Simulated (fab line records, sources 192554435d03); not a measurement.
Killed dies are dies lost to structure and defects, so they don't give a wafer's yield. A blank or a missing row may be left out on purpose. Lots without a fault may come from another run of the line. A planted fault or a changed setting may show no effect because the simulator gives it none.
fab line records | flow n5_finfet
record lots=7 wafers=19 last_day=20
route steps=1938 shown BEOL_M2@872 BEOL_M4@1111 PASSIVATION@1936
lots that met no fault: from a run of the same line without faults
start_h: hours from the record's first day to the start of the lot's first wafer shown | wait_h: hours since the lot's step before | " the same as in the row above | L1.1+2: a row that stands for several wafers | - no value, or no start given | * or withheld: withheld | < > ~ a bound
route shown NAME@n: a module of which the file shows steps, and the number in the route of the first | usual: mean/standard deviation of fault-free wafers | same: alike in all rows | chamber/n: place in a boat | sites: the reading at each site | _std_site: their standard deviation | _edge_site: outer sites' mean less inner sites' | radius_mm: how far each site lies from the wafer's centre | mask NAME#n: copy n | behind: the tool/chamber that last shaped the wafer | hold: why the lot was held/for how many hours/how that ended | device: the transistor (n, p or np) that didn't switch | end of line: the same wafers' tests at the end of the route | a step without rows: its recipe alone | killed: dies lost to structure and defects at the first sort, not the wafer's yield | map: a wafer's dies, x killed, . not, _ none there
set.NAME: the setting as run; set.NAME@STEP: as run at that earlier step | model.NAME: the simulator's own value behind a step, which no gauge read
lots at some steps of the route; a table a step, a row a wafer
services: from which hour (start_h, from the record's first day; less than 0 if before it) a tool's chamber was out of use, for how many hours, and why
## steps
# step N5_BEOL_M2_SOFTBAKE_23
# recipe temp_c=110 time_s=60 resist=CAR-EUV
# step N5_BEOL_M2_EXPOSE_25
# recipe mask_id=V1 na=0.33 source_shape=quasar sigma_inner=0.2 sigma_outer=0.8 polarization=unpolarized defocus_nm=5 dose_mj=63
# step N5_BEOL_M2_PEB_26
# recipe peb_temp_c=100 peb_time_s=60 resist=CAR-EUV
# step N5_BEOL_M2_DEVELOP_27
# recipe develop_time_s=30 developer=TMAH resist=CAR-EUV rinse_liquid=surfactant_rinse dry=air_spin dev_temp_c=23
# step N5_BEOL_M2_CD_MEAS_28
# recipe target_cd_nm=26.2 landing_energy_ev=500 detector=se_inlens target_cd_y_nm=24.1 polarity=opening
# usual cd_nm=26.19/0.27
# columns lot.wafer tool chamber start_h wait_h cd_nm
L637.3 cd_sem-01 0 172.61 - 26.15
L637.5 " 0 " " 26.22
L637.6 " 0 " " 25.71
L638.1 cd_sem-03 0 172.79 - 26.01
L638.2 " 0 " " 26.23
L638.3 " 0 " " 26.23
L649.2 cd_sem-01 0 259.08 - 25.98
L649.3 " 0 " " 26.41
L649.6 " 0 " " 26.37
L652.2 cd_sem-01 0 259.99 - 26.31
L652.5 " 0 " " 26.29
L651.3 cd_sem-01 0 262.54 - 26.24
L651.4 " 0 " " 26.24
L655.1 cd_sem-01 0 280.78 - 26.32
L655.2 " 0 " " 26.34
L655.6 " 0 " " 26.58
L656.1 cd_sem-03 0 284.92 - 26.36
L656.2 " 0 " " 26.21
L656.5 " 0 " " 26.43
# step N5_BEOL_M2_OVL_MEAS_29
# recipe points_per_wafer=522
# usual V1_OVL=-0.2/0.65
# columns lot.wafer tool chamber start_h wait_h V1_OVL[nm]
L637.3 overlay-01 0 172.65 0.0 0.1
L637.5 " 0 " " -0.2
L637.6 " 0 " " -0.2
L638.1 overlay-01 0 172.82 0.0 0.0
L638.2 " 0 " " 0.6
L638.3 " 0 " " -0.2
L649.2 overlay-01 0 259.11 0.0 0.4
L649.3 " 0 " " 0.7
L649.6 " 0 " " 0.0
L652.2 overlay-01 0 260.02 0.0 -1.0
L652.5 " 0 " " 0.2
L651.3 overlay-01 0 262.58 0.0 -0.6
L651.4 " 0 " " 0.3
L655.1 overlay-01 0 280.81 0.0 -1.0
L655.2 " 0 " " 0.4
L655.6 " 0 " " 0.0
L656.1 overlay-01 0 284.95 0.0 0.1
L656.2 " 0 " " -0.7
L656.5 " 0 " " 0.1
# step N5_BEOL_M2_INSPECT_30
# recipe mode=adi inspect_instrument=brightfield
# usual raw_defect_count=404/100
# columns lot.wafer tool chamber start_h wait_h raw_defect_count
L637.3 defect_inspect-01 - 172.70 0.0 322
L637.5 " - " " 243
L637.6 " - " " 351
L638.1 defect_inspect-01 - 172.88 0.1 431
L638.2 " - " " 360
L638.3 " - " " 429
L649.2 defect_inspect-01 - 259.16 0.0 338
L649.3 " - " " 275
L649.6 " - " " 315
L652.2 defect_inspect-01 - 260.08 0.0 358
L652.5 " - " " 277
L651.3 defect_inspect-01 - 262.63 0.0 277
L651.4 " - " " 265
L655.1 defect_inspect-01 - 280.87 0.1 432
L655.2 " - " " 322
L655.6 " - " " 487
L656.1 defect_inspect-01 - 285.01 0.1 364
L656.2 " - " " 500
L656.5 " - " " 423
# step N5_BEOL_M2_DESCUM_33
# recipe chemistry=O2 time_s=7 source_power_w=50 bias_power_w=20 pressure_mtorr=20 rf_frequency_hz=2.712e+07 temp_c=40 resist=CAR-EUV o2_flow_sccm=225
# usual drypump_motor_current_A=5.8/0.56 oes_product_au=0.81/0.089 rf_vpp_V=243.5/1.7 showerhead_plenum_p_Torr=2.11/0.094 throttle_valve_pct=20.37/0.23
# columns lot.wafer tool chamber start_h wait_h drypump_motor_current_A oes_product_au rf_hours_counter_h rf_vpp_V showerhead_plenum_p_Torr throttle_valve_pct
L637.3 rie_diel-05 1 172.73 0.0 5.1 0.72 209 243.9 2.06 20.14
L637.5 " 0 " " 6.4 0.69 - 242.0 1.97 20.84
L637.6 " 1 " " 5.1 0.71 - 244.6 2.06 20.14
L638.1 rie_diel-02 0 172.91 0.0 5.3 0.86 36 245.1 2.21 20.35
L638.2 " 3 " " 6.8 0.80 71 245.5 2.24 20.67
L638.3 " 2 " " 6.5 0.77 145 242.4 2.01 20.45
L649.2 rie_diel-05 3 259.20 0.0 5.3 0.70 215 243.4 2.07 20.26
L649.3 " 2 " " 5.9 0.81 100 242.0 2.11 20.12
L649.6 " 2 " " 5.8 0.80 - 242.1 2.11 20.12
L652.2 rie_diel-03 2 260.11 0.0 5.8 0.92 31 245.4 2.24 20.40
L652.5 " 0 " " 5.0 0.68 - 242.1 2.06 20.25
L651.3 rie_diel-02 2 262.66 0.0 6.5 0.75 176 241.4 2.00 20.48
L651.4 " 0 " " 5.3 0.82 68 245.1 2.20 20.41
L655.1 rie_diel-03 3 280.90 0.0 6.0 0.93 25 246.2 2.23 20.12
L655.2 " 2 " " 5.7 0.91 40 244.4 2.23 20.41
L655.6 " 3 " " 5.9 0.93 - 244.7 2.23 20.13
L656.1 rie_diel-03 1 285.04 0.0 6.3 0.80 96 241.9 2.01 20.68
L656.2 " 3 " " 6.0 0.91 27 245.4 2.23 20.14
L656.5 " 1 " " 6.3 0.80 - 243.2 2.01 20.68
# step N5_BEOL_M2_ETCH_77
# recipe chemistry=N2/H2 target=underlayer target_depth_a=65 mask_material=CAR-EUV time_s=5.2 ion_energy_ev=200 pressure_mtorr=30 source_w=840 bias_w=150 n2_flow_sccm=200 h2_flow_sccm=200 ends=cleared
# usual drypump_motor_current_A=5.8/0.56 etch_rf_on_time_s=5.18/0.13 h2_flow_sccm=200.0/0.64 n2_flow_sccm=200.1/0.63 oes_product_au=0.70/0.079 rf_vpp_V=524/3.2 showerhead_plenum_p_Torr=2.57/0.11 throttle_valve_pct=17.81/0.25
# columns lot.wafer tool chamber start_h wait_h drypump_motor_current_A etch_rf_on_time_s h2_flow_sccm n2_flow_sccm oes_product_au rf_hours_counter_h rf_vpp_V showerhead_plenum_p_Torr throttle_valve_pct
L637.3 rie_diel-05 1 172.77 0.0 5.2 5.29 199.9 200.7 0.61 209 524 2.52 17.60
L637.5 " 0 " " 6.4 5.31 200.0 200.0 0.59 - 520 2.40 18.30
L637.6 " 1 " " 5.2 5.28 199.1 200.3 0.62 - 524 2.52 17.61
L638.1 rie_diel-02 0 172.95 0.0 5.3 5.33 200.5 201.0 0.72 36 529 2.70 17.84
L638.2 " 3 " " 6.8 4.99 200.6 200.5 0.70 71 527 2.70 18.03
L638.3 " 2 " " 6.5 5.20 200.5 199.7 0.66 145 522 2.45 17.86
L649.2 rie_diel-05 3 259.23 0.0 5.3 5.23 198.7 200.1 0.61 215 522 2.54 17.88
L649.3 " 2 " " 5.8 5.21 200.8 200.6 0.69 100 524 2.56 17.45
L649.6 " 2 " " 5.8 5.20 200.0 199.9 0.70 - 525 2.55 17.45
L652.2 rie_diel-03 2 260.15 0.0 5.7 5.05 200.5 201.1 0.78 31 529 2.69 17.61
L652.5 " 0 " " 5.0 5.31 199.2 200.3 0.58 - 524 2.49 17.72
L651.3 rie_diel-02 2 262.70 0.0 6.4 5.29 198.5 198.9 0.63 176 520 2.43 17.92
L651.4 " 0 " " 5.3 5.42 198.5 200.6 0.69 68 527 2.69 17.88
L655.1 rie_diel-03 3 280.94 0.0 6.0 4.92 201.2 199.8 0.82 25 530 2.71 17.60
L655.2 " 2 " " 5.7 5.10 201.0 200.3 0.77 40 529 2.69 17.63
L655.6 " 3 " " 5.9 4.87 200.7 198.5 0.81 - 527 2.71 17.59
L656.1 rie_diel-03 1 285.09 0.0 6.3 5.11 200.3 199.9 0.69 96 524 2.47 18.19
L656.2 " 3 " " 6.0 4.92 200.9 202.0 0.80 27 528 2.71 17.61
L656.5 " 1 " " 6.3 5.14 199.6 199.7 0.70 - 522 2.47 18.18
# step N5_BEOL_M2_ETCH_69
# recipe chemistry=CF4 target=SiARC target_depth_a=156 mask_material=CAR-EUV time_s=26 ion_energy_ev=80 pressure_mtorr=40 source_w=545 bias_w=36 Ar_flow_sccm=100 cf4_flow_sccm=100 ends=cleared
# usual drypump_motor_current_A=5.8/0.56 etch_rf_on_time_s=25.9/0.64 mfc_ar_sccm=100.00/0.3 oes_product_au=0.70/0.079 rf_vpp_V=184.2/1.4 showerhead_plenum_p_Torr=2.15/0.089 throttle_valve_pct=15.51/0.24
# columns lot.wafer tool chamber start_h wait_h drypump_motor_current_A etch_rf_on_time_s mfc_ar_sccm oes_product_au rf_hours_counter_h rf_vpp_V showerhead_plenum_p_Torr throttle_valve_pct
L637.3 rie_diel-05 1 172.78 0.0 5.1 26.2 100.35 0.61 209 182.9 2.11 15.44
L637.5 " 0 " " 6.4 26.6 99.86 0.59 - 182.4 2.03 16.12
L637.6 " 1 " " 5.1 26.2 100.53 0.61 - 182.1 2.11 15.47
L638.1 rie_diel-02 0 172.97 0.0 5.3 26.9 99.41 0.73 36 183.8 2.27 15.61
L638.2 " 3 " " 6.8 25.4 99.81 0.71 71 184.5 2.24 15.60
L638.3 " 2 " " 6.4 26.4 100.05 0.65 145 183.5 2.04 15.48
L649.2 rie_diel-05 3 259.25 0.0 5.3 26.2 99.69 0.60 215 184.2 2.12 15.47
L649.3 " 2 " " 5.8 25.7 99.41 0.69 100 185.3 2.14 15.24
L649.6 " 2 " " 5.8 25.8 100.02 0.69 - 182.1 2.14 15.20
L652.2 rie_diel-03 2 260.16 0.0 5.7 26.0 100.26 0.78 31 183.8 2.27 15.46
L652.5 " 0 " " 5.0 26.8 100.45 0.57 - 184.3 2.10 15.49
L651.3 rie_diel-02 2 262.72 0.0 6.5 26.1 100.30 0.64 176 182.7 2.03 15.54
L651.4 " 0 " " 5.3 26.4 99.78 0.69 68 186.6 2.26 15.68
L655.1 rie_diel-03 3 280.95 0.0 6.0 24.6 100.42 0.81 25 185.6 2.26 15.22
L655.2 " 2 " " 5.7 26.0 100.12 0.77 40 185.7 2.27 15.47
L655.6 " 3 " " 6.0 24.9 100.74 0.80 - 185.8 2.26 15.22
L656.1 rie_diel-03 1 285.12 0.0 6.3 25.3 99.55 0.70 96 183.2 2.07 15.83
L656.2 " 3 " " 5.9 24.9 100.20 0.80 27 186.4 2.26 15.23
L656.5 " 1 " " 6.3 25.5 100.25 0.71 - 183.6 2.07 15.81
# step N5_BEOL_M2_ALD_98
# recipe material=SiO2 target_thk_a=25 temp_c=100 ald_precursor_family=BDEAS ald_co_reactant=O2-plasma pulse_time_s=1 co_reactant_pulse_time_s=1 purge_time_s=2 co_reactant_purge_time_s=2 ald_cycles=17 pressure_torr=2
# usual heater_power_w=80/7 precursor_pulse_height_rel=1.000/0.021
# columns lot.wafer tool chamber start_h wait_h heater_power_w precursor_pulse_height_rel
L637.3 ald_sin-03 2 172.87 0.1 85 1.005
L637.5 " 1 " " 86 1.012
L637.6 " 2 " " 86 0.994
L638.1 ald_sin-01 1 173.05 0.1 70 1.014
L638.2 " 2 " " 84 0.988
L638.3 " 0 " " 78 0.980
L649.2 ald_sin-01 1 259.33 0.1 71 1.011
L649.3 " 2 " " 85 1.027
L649.6 " 3 " " 62 0.986
L652.2 ald_sin-04 1 260.24 0.1 82 1.064
L652.5 " 0 " " 88 1.024
L651.3 ald_sin-04 1 262.80 0.1 84 0.982
L651.4 " 0 " " 86 1.002
L655.1 ald_sin-04 3 281.24 0.3 82 1.009
L655.2 " 2 " " 79 1.011
L655.6 " 3 " " 81 1.017
L656.1 ald_sin-01 3 285.23 0.1 64 0.987
L656.2 " 0 " " 78 1.023
L656.5 " 2 " " 85 1.028
# step N5_BEOL_M2_ETCHBACK_99
# recipe chemistry=CHF3 target=SiO2 target_depth_a=50 time_s=10.4 source_w=215 bias_w=47 Ar_flow_sccm=200 CHF3_flow_sccm=12 ion_energy_ev=100 pressure_mtorr=30
# usual drypump_motor_current_A=5.7/0.51 mfc_ar_sccm=200.1/0.63 oes_f_703_au=0.82/0.093 oes_product_au=0.82/0.096 rf_vpp_V=241/5.5 showerhead_plenum_p_Torr=2.17/0.088 throttle_valve_pct=16.94/0.24
# columns lot.wafer tool chamber start_h wait_h drypump_motor_current_A mfc_ar_sccm oes_f_703_au oes_product_au rf_hours_counter_h rf_vpp_V showerhead_plenum_p_Torr throttle_valve_pct
L637.3 rie_diel-05 2 199.83 26.9 5.9 200.5 0.83 0.83 77 238 2.16 16.60
L637.5 " 1 " " 5.2 200.1 0.73 0.71 - 239 2.12 16.92
L637.6 " 0 " " 6.4 200.5 0.69 0.68 - 236 2.04 17.62
L638.1 rie_diel-03 0 202.83 29.7 5.0 199.5 0.67 0.69 222 253 2.12 16.88
L638.2 " 1 " " 6.3 198.6 0.88 0.86 59 234 2.09 17.22
L638.3 " 2 " " 5.7 200.2 0.97 0.96 10 245 2.30 16.92
L649.2 rie_diel-03 3 274.79 15.4 5.9 200.5 0.94 0.95 23 246 2.29 16.73
L649.3 " 1 " " 6.3 200.9 0.84 0.81 91 234 2.07 17.28
L649.6 " 2 " " 5.7 200.8 0.90 0.91 - 246 2.29 16.96
L652.2 rie_diel-03 1 281.54 21.2 6.3 199.6 0.83 0.81 94 234 2.07 17.28
L652.5 " 2 " " 5.7 199.4 0.89 0.89 - 244 2.29 16.98
L651.3 rie_diel-03 1 292.77 29.9 6.3 199.4 0.82 0.81 100 235 2.07 17.30
L651.4 " 2 " " 5.7 198.6 0.90 0.90 41 246 2.29 16.98
L655.1 rie_diel-05 3 310.66 29.4 5.3 200.9 0.70 0.69 239 236 2.13 16.99
L655.2 " 1 " " 5.1 200.7 0.99 0.98 1 237 2.11 16.48
L655.6 " 3 " " 5.3 200.4 0.70 0.70 - 236 2.13 16.98
L656.1 rie_diel-05 3 315.89 30.6 5.3 199.7 0.69 0.69 241 236 2.13 16.97
L656.2 " 2 " " 5.8 198.2 0.78 0.78 127 238 2.14 16.71
L656.5 " 2 " " 5.8 198.8 0.78 0.77 - 237 2.14 16.71
# step N5_BEOL_M2_ETCH_70
# recipe chemistry=N2/H2 target=SOC target_depth_a=800 overetch_a=240 mask_material=SiARC temp_c=40 time_s=130 ion_energy_ev=200 pressure_mtorr=30 source_w=840 bias_w=150 n2_flow_sccm=200 h2_flow_sccm=200
# usual drypump_motor_current_A=5.7/0.52 h2_flow_sccm=199.9/0.6 n2_flow_sccm=200.0/0.58 oes_product_au=0.60/0.067 rf_vpp_V=524.7/2.7 showerhead_plenum_p_Torr=2.57/0.096 throttle_valve_pct=17.71/0.25
# columns lot.wafer tool chamber start_h wait_h drypump_motor_current_A h2_flow_sccm n2_flow_sccm oes_product_au rf_hours_counter_h rf_vpp_V showerhead_plenum_p_Torr throttle_valve_pct model.SiARC_of_BEOL_M2_COAT_68.thk_nm
L637.3 rie_diel-05 2 199.87 0.0 5.8 201.0 200.5 0.61 77 525.0 2.56 17.37 6
L637.5 " 1 " " 5.2 200.8 200.0 0.53 - 523.7 2.51 17.57 6
L637.6 " 0 " " 6.4 200.3 200.7 0.51 - 520.0 2.40 18.28 6
L638.1 rie_diel-03 0 202.86 0.0 5.0 200.3 201.1 0.52 222 524.0 2.50 17.62 5.8
L638.2 " 1 " " 6.3 200.4 200.5 0.63 59 522.8 2.49 18.09 6
L638.3 " 2 " " 5.7 199.5 199.8 0.70 10 526.8 2.70 17.54 5.8
L649.2 rie_diel-03 3 274.83 0.0 6.0 200.1 200.6 0.68 23 528.1 2.71 17.57 3.4
L649.3 " 1 " " 6.3 200.0 199.1 0.61 91 521.0 2.47 18.14 4
L649.6 " 2 " " 5.7 200.1 199.4 0.66 - 528.3 2.69 17.58 5.6
L652.2 rie_diel-03 1 281.57 0.0 6.3 199.7 200.3 0.60 94 522.2 2.47 18.15 4
L652.5 " 2 " " 5.7 199.7 199.5 0.66 - 528.6 2.69 17.59 5.8
L651.3 rie_diel-03 1 292.81 0.0 6.3 199.1 199.3 0.59 100 520.8 2.47 18.17 4
L651.4 " 2 " " 5.8 199.4 198.7 0.66 41 528.5 2.69 17.60 5.6
L655.1 rie_diel-05 3 310.70 0.0 5.3 201.5 201.2 0.51 239 523.0 2.53 17.88 6
L655.2 " 1 " " 5.2 199.6 199.8 0.72 1 522.6 2.50 17.16 6
L655.6 " 3 " " 5.3 199.6 200.9 0.51 - 522.7 2.53 17.87 6
L656.1 rie_diel-05 3 315.93 0.0 5.3 199.1 199.6 0.52 241 523.5 2.53 17.88 6
L656.2 " 2 " " 5.8 199.1 200.5 0.57 127 523.9 2.54 17.47 6
L656.5 " 2 " " 5.8 199.7 199.5 0.57 - 523.7 2.54 17.46 5.8
# step N5_BEOL_M2_STRIP_71
# recipe chemistry=N2/H2 temp_c=40 n2_flow_sccm=200 h2_flow_sccm=200 rf_frequency_hz=6e+07
# step N5_BEOL_M4_RC_MEAS_101
# usual DIBL_N=37.0/1.6 DIBL_P=37.0/2.1 IOFF_N=0.17/0.032 IOFF_P=0.22/0.043 ION_N=679/13 ION_P=465/9.5 SS_N=71.7/0.59 SS_P=73.6/0.64 VT_N=249/3.2 VT_P=-249/4.1
# columns lot.wafer tool chamber start_h wait_h DIBL_N[mV/V] DIBL_P[mV/V] IOFF_N[nA/um] IOFF_P[nA/um] ION_N[uA/um] ION_P[uA/um] SS_N[mV/dec] SS_P[mV/dec] VT_N[mV] VT_P[mV]
L637.3 prober-02 0 238.00 0.3 35.1 36.0 0.15 0.20 681 471 71.3 74.1 252 -251
L637.5 " 0 " " 38.3 39.7 0.21 0.28 671 465 72.7 73.8 247 -247
L637.6 " 0 " " 33.5 33.5 0.12 0.18 672 464 71.2 72.7 254 -252
L638.1 prober-01 0 258.65 0.0 37.2 36.1 0.17 0.20 688 463 71.7 73.4 249 -250
L638.2 " 0 " " 38.5 36.6 0.20 0.21 675 455 72.7 73.7 248 -248
L638.3 " 0 " " 37.8 37.9 0.18 0.22 691 467 71.5 73.6 246 -250
L649.2 prober-02 0 338.29 0.2 37.7 37.2 0.18 0.24 680 463 72.7 74.3 250 -247
L649.3 " 0 " " 38.0 38.3 0.19 0.27 687 464 71.7 74.0 247 -245
L649.6 " 0 " " 37.1 36.7 0.18 0.24 677 459 71.2 73.4 245 -248
L652.2 prober-02 0 343.44 0.2 37.2 37.7 0.18 0.23 681 460 72.5 72.6 250 -248
L652.5 " 0 " " 37.1 37.8 0.19 0.24 675 460 71.9 74.1 248 -249
L651.3 prober-02 0 363.96 0.3 33.1 30.6 0.10 0.14 649 451 70.4 72.3 254 -259
L651.4 " 0 " " 35.2 34.6 0.13 0.19 668 459 70.9 73.0 252 -254
L655.1 prober-02 0 374.74 0.0 37.8 37.2 0.20 0.27 697 484 71.3 73.4 244 -242
L655.2 " 0 " " 37.1 36.2 0.21 0.27 704 490 71.5 73.3 241 -244
L655.6 " 0 " " 35.9 35.0 0.17 0.24 691 480 71.5 73.6 247 -243
L656.1 prober-01 0 377.17 0.0 38.2 37.2 0.19 0.23 689 466 72.1 73.6 248 -249
L656.2 " 0 " " 37.0 35.8 0.16 0.20 669 456 72.4 73.4 249 -251
L656.5 " 0 " " 36.0 33.9 0.14 0.18 665 451 72.0 73.6 252 -252
# step N5_PASSIVATION_PROBE_49
# usual defect_limited_yield=91.2/1.6 killed_at_M0_to_M3=33/11 killed_at_M4_up=14/5 killed_at_contacts=12/5.8 killed_at_front_end=41/12 killed_at_other=3.5/2.9 killed_dies=104/19 killed_open=68/14 killed_short=34/8.8 sort_bin_5_function=5.2/1.1 sort_bin_6_memory=3.2/0.71 sort_n_pass=1076/19 sort_yield_pct=91.2/1.6
# same gross_dies=1180 killed_at_back_side=0 sort_bin_4_leakage[%]=0 sort_bin_8_speed[%]=0
# columns lot.wafer tool chamber start_h wait_h defect_limited_yield[%] killed_at_M0_to_M3 killed_at_M4_up killed_at_contacts killed_at_front_end killed_at_other killed_dies killed_open killed_short sort_bin_5_function[%] sort_bin_6_memory[%] sort_n_pass sort_yield_pct[%]
L638.1 prober-02 - 370.61 0.0 89.3 25 18 13 65 5 126 85 41 6.1 4.2 1054 89.3
L638.2 prober-02 - 370.66 0.1 90.3 28 12 12 54 9 115 80 31 6.2 3.4 1065 90.3
L638.3 prober-02 - 370.71 0.1 91.9 25 16 7 45 3 96 60 33 4.3 3.3 1084 91.9
L652.2 prober-02 - 452.85 0.1 87.5 37 19 23 60 9 148 94 54 8.3 3.9 1032 87.5
L652.5 prober-02 - 453.00 0.2 90.3 24 9 17 61 3 114 76 38 5.8 3.5 1066 90.3
L651.3 prober-02 - 474.66 0.1 91.9 29 10 8 48 1 96 54 34 5.2 2.1 1084 91.9
L651.4 prober-02 - 474.71 0.2 92.6 30 9 8 35 5 87 58 27 4.2 3.1 1093 92.6
L656.1 prober-01 - 479.93 0.0 89.9 43 7 12 51 6 119 78 41 5.8 3.6 1061 89.9
L656.2 prober-01 - 479.98 0.1 89.7 33 17 10 56 5 121 86 35 5.5 4.5 1059 89.7
L656.5 prober-01 - 480.13 0.2 90.7 29 20 12 49 0 110 78 31 5.3 3.6 1070 90.7
# killed by level:class
L638.1 STI_FIN_REVEAL:geometric_particle:open=17 FIN_SAQP:geometric_particle:open=9 MOL_CONTACT_COAG:geometric_particle:open=9 BEOL_M4:geometric_particle:open=8 FIN_SAQP:geometric_particle:short=7 ILD0:geometric_particle:short=6 BEOL_M0_SAQP:geometric_particle:open=6 BEOL_M2:geometric_particle:open=6
L638.2 STI_FIN_REVEAL:geometric_particle:open=21 MOL_CONTACT_COAG:geometric_particle:open=12 BEOL_M3:geometric_particle:open=9 STI_FIN_REVEAL:geometric_particle:short=8 BEOL_M4:geometric_particle:open=6 ILD0:geometric_particle:short=6 BEOL_M0:geometric_particle:open=6 MIM_BOT:geometric_particle:short=6
L638.3 FIN_SAQP:geometric_particle:open=10 BEOL_M0_SAQP:geometric_particle:short=10 STI_FIN_REVEAL:geometric_particle:open=9 MOL_CONTACT_COAG:geometric_particle:open=7 BEOL_M4:geometric_particle:open=7 FIN_SAQP:geometric_particle:short=5 FIN_CUT:geometric_particle:short=4 BEOL_M2:geometric_particle:open=4
L652.2 MOL_CONTACT_COAG:geometric_particle:open=15 FIN_SAQP:geometric_particle:short=13 FIN_SAQP:geometric_particle:open=12 DUMMY_GATE:geometric_particle:open=10 BEOL_M0_SAQP:geometric_particle:short=10 BEOL_M4:geometric_particle:open=10 STI_FIN_REVEAL:geometric_particle:open=9 MOL_CONTACT_COAG:geometric_particle:short=8
L652.5 STI_FIN_REVEAL:geometric_particle:open=19 MOL_CONTACT_COAG:geometric_particle:open=14 FIN_SAQP:geometric_particle:short=10 GATE_CUT:geometric_particle:short=8 BEOL_M3:geometric_particle:open=6 FIN_SAQP:geometric_particle:open=5 DUMMY_GATE:geometric_particle:open=5 GATE_CUT:geometric_particle:open=5
L651.3 FIN_SAQP:geometric_particle:short=13 FIN_SAQP:geometric_particle:open=7 HKMG_FIN:area_etch=7 STI_FIN_REVEAL:geometric_particle:open=6 MOL_CONTACT_COAG:geometric_particle:open=6 BEOL_M0_SAQP:geometric_particle:short=6 BEOL_M0_SAQP:geometric_particle:open=6 BEOL_M1:geometric_particle:open=5
L651.4 STI_FIN_REVEAL:geometric_particle:open=10 MOL_CONTACT_COAG:geometric_particle:open=7 BEOL_M2:geometric_particle:open=7 BEOL_M3:geometric_particle:open=7 FIN_SAQP:geometric_particle:short=6 BEOL_M0_SAQP:geometric_particle:open=5 BEOL_M1:geometric_particle:open=5 FIN_SAQP:geometric_particle:open=3
L656.1 BEOL_M3:geometric_particle:open=14 FIN_SAQP:geometric_particle:short=11 STI_FIN_REVEAL:geometric_particle:open=11 FIN_SAQP:geometric_particle:open=10 MOL_CONTACT_COAG:geometric_particle:open=10 BEOL_M0_SAQP:geometric_particle:short=9 BEOL_M2:geometric_particle:open=8 BEOL_M0_SAQP:geometric_particle:open=8
L656.2 FIN_SAQP:geometric_particle:open=22 FIN_SAQP:geometric_particle:short=13 BEOL_M0_SAQP:geometric_particle:open=9 STI_FIN_REVEAL:geometric_particle:open=8 MOL_CONTACT_COAG:geometric_particle:open=8 BEOL_M4:geometric_particle:open=7 BEOL_M3:geometric_particle:open=7 BEOL_M1:geometric_particle:open=5
L656.5 FIN_SAQP:geometric_particle:open=11 MOL_CONTACT_COAG:geometric_particle:open=11 FIN_SAQP:geometric_particle:short=8 BEOL_M0_SAQP:geometric_particle:open=8 DUMMY_GATE:geometric_particle:open=6 BEOL_M0_SAQP:geometric_particle:short=5 BEOL_M3:geometric_particle:open=5 BEOL_M4:geometric_particle:open=5
## services
# columns tool chamber start_h hours kind
ald_sin-01 - 152.45 6.0 pm
rie_diel-05 - 153.20 0.2 repair
rie_diel-03 2 155.59 - clean
rie_diel-03 2 155.59 - consumable_replace:focus_ring
rie_diel-03 2 155.59 - consumable_replace:showerhead
rie_diel-03 2 155.59 19.7 scheduled_down
rie_diel-03 2 155.59 19.7 vent_cycle
ald_sin-04 - 165.04 6.0 pm
rie_diel-02 1 172.00 5.8 repair
rie_diel-03 3 172.89 20.0 repair
ald_sin-03 - 178.21 14.0 pm
ald_sin-01 - 184.21 14.6 pm
ald_sin-03 - 205.16 0.8 repair
rie_diel-03 2 231.55 11.5 repair
ald_sin-04 - 245.71 0.6 repair
rie_diel-02 1 247.44 4.9 repair
ald_sin-04 2 254.51 1.8 repair
ald_sin-04 2 260.87 3.0 repair
rie_diel-03 0 266.35 - clean
rie_diel-03 0 266.35 - consumable_replace:focus_ring
ald_sin-04 - 267.80 0.5 repair
ald_sin-04 - 277.06 1.3 repair
rie_diel-03 2 283.66 7.7 repair
ald_sin-03 0 311.45 6.5 repair
## key
first_sign none at tools or gauges
model_effect step=N5_BEOL_M2_ETCH_70 value=SiARC_of_BEOL_M2_COAT_68.thk_nm without=5.7 struck=3.85
met_at N5_BEOL_M2_ETCH_70
struck_wafers L649.2,L649.3,L651.3,L652.2
onset_between 202.86 274.83
fault kind=process_parameter_drift tool=rie_diel-03 chamber=- onset_h=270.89 steps=N5_BEOL_M2_ETCH_70 channel=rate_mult offset=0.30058 shape=step end_h=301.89 scope=struck_wafers_only
